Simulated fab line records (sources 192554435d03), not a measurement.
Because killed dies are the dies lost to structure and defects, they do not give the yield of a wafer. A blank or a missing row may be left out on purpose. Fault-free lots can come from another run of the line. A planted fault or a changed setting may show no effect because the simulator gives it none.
Matching of chambers    flow n5_finfet    rie_diel-02 running N5_BEOL_M3_ETCH_77: 4 sister chambers
The step etches underlayer in N2/H2, target depth 6.5 nm, time 5.2 s. 4 wafers are shown with their chamber, then 8 later ones without.

## WAFERS WITH THEIR CHAMBER
wafer   chamber  drypump_motor_current_A (A)
L075.4  3        5.8
L088.1  0        6.7
L088.3  1        5.7
L090.1  2        5.7

## WAFERS WITHOUT THEIR CHAMBER
wafer   drypump_motor_current_A (A)
L090.3  6.7
L090.5  6.7
L091.1  6.7
L091.2  5.7
L091.4  5.7
L097.2  6.7
L097.4  5.9
L097.5  5.7

## WHICH CHAMBER EACH ONE RAN IN
wafer   from the rows above      in truth
L090.3  0                        0
L090.5  0                        0
L091.1  0                        0
L091.2  can't be placed: 1 or 2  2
L091.4  can't be placed: 1 or 2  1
L097.2  0                        0
L097.4  3                        3
L097.5  can't be placed: 1 or 2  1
Correctly placed: 5 of 8. From these rows, 3 cannot be placed; in 3 the true chamber is one of the candidates. Placed wrongly: 0.
How it was worked out, from the rows above alone: a wafer's distance from a chamber is the root of the sum, over the readings, of the square of ((its reading less the chamber's mean) divided by the reading's scatter). The wafer belongs to the nearest chamber; if the next one is less than 2 further off, it can't be placed. The mean given for a chamber averages the wafers shown for that chamber. The scatter: with one shown wafer a chamber, the root of the mean of the squares of how far each hidden wafer lies from its nearest shown one.
